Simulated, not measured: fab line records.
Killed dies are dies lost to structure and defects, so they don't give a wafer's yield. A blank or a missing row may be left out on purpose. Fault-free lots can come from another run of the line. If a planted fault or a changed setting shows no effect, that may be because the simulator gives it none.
8D (eight disciplines) problem report, filled in by code -- flow n5-finfet -- the parts of the form that need people (team, actions taken, sign-off) are left out

1. PROBLEM STATEMENT
At N5_MOL_CONTACT_COAG_INSPECT_42, raw-defect-count averages 826 over 2 wafers from 2 lots, while fault-free wafers read 206, standard deviation 53. That is +12 standard deviations from the usual mean.
The step: inspects for defects (brightfield).
First observed at day 10 12:23: wafer L200.4, on defect-inspect-02. The record has a number at this step for 12 wafers belonging to 4 lots. Rule for "out", or "out of limits": more than 4 standard deviations from the usual mean. Any other wafer with a number is counted as sound.

2. WHAT IT IS, WHAT IT ISN'T
question,is,is not
which readings at this step,raw-defect-count,-
which lots,"L200, L201","L190, L194"
which wafers of those lots,"L200.4, L201.3","L200.1, L200.3, L201.1, L201.6"
read on which gauges,"defect-inspect-01, defect-inspect-02",-
when,from day 10 12:23,up to then (8 sound wafers); but 2 sound wafers of L201 came after

3. SUSPECTS, AND WHAT RULES EACH OUT
Counting: any tool at a process step up to the reading remains a suspect provided it ran every lot that is out. Sound lots after the first of them don't rule it out here, since some wafers of a struck lot are sound.
- the gauge at N5_MOL_CONTACT_COAG_INSPECT_42: ruled out. Those wafers that are out were read across 2 gauges (defect-inspect-01, defect-inspect-02).
- plasma-asher-01 at N5_MOL_CONTACT_COAG_STRIP_119 (strips in N2/H2, time 30 s): kept. It processed each lot that is out (first: L200, day 10 11:41); up to then, its last sound lot is L190 (day 8 01:44).
- Within plasma-asher-01 at N5_MOL_CONTACT_COAG_STRIP_119, the wafers that are out were processed in chamber 1 and their sound lot-mates in chamber 0.
After counting, what remains is plasma-asher-01 at N5_MOL_CONTACT_COAG_STRIP_119.

4. THE CAUSE (what the simulator had put in)
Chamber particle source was plasma-asher-01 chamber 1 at N5_MOL_CONTACT_COAG_STRIP_119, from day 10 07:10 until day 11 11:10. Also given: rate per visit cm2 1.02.
The count eliminated every tool but this one.

5. THE CHAIN OF EFFECTS, in route order
One row per reading whose mean, taken over the struck wafers that have a number, lies over 3 standard deviations from the usual. Only readings whose record carries a usual standard deviation are examined. hours: median over the lots of the time between each lot's start at the first step of this table that gives one and its start at this step. sigmas: the change, counted in usual standard deviations.
hours,step,reading,usual,on struck wafers,change,sigmas
0,N5_MOL_CONTACT_COAG_INSPECT_42,raw-defect-count,206,826,+620,+12
167,N5_PASSIVATION_PROBE_49,defect-limited-yield,91.2 %,80.8,-10.4,-6.9
167,N5_PASSIVATION_PROBE_49,killed-at-contacts,13,140,+126,+21
167,N5_PASSIVATION_PROBE_49,killed-dies,104,226,+122,+6.8
167,N5_PASSIVATION_PROBE_49,sort_bin_5_function,5.1 %,12.2,+7.2,+6.5
167,N5_PASSIVATION_PROBE_49,sort-n-pass,1076,952,-124,-6.9
167,N5_PASSIVATION_PROBE_49,sort-yield-pct,91.2 %,80.7,-10.5,-7.0
The process steps in it:
- N5_PASSIVATION_PROBE_49
At these later measuring or inspecting steps, every struck wafer for which the step has a row has a number for every such reading, and none has moved that far: N5_BEOL_M4_RC_MEAS_101.

6. HOW IT WOULD HAVE BEEN CAUGHT EARLIER
The first out-of-limits reading at a measuring or inspecting step in this record came at day 10 12:23, 5 hours after the fault's start at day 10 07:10.
An alarm limit of 4 standard deviations would not have fired on the tool readings at N5_MOL_CONTACT_COAG_STRIP_119 for which the record gives a usual standard deviation, since none of them was out on any struck wafer.
Among the 2 lots that are out, L201 began N5_MOL_CONTACT_COAG_STRIP_119 on plasma-asher-01 after day 10 12:23. A tool hold placed at that time would have kept it from harm.
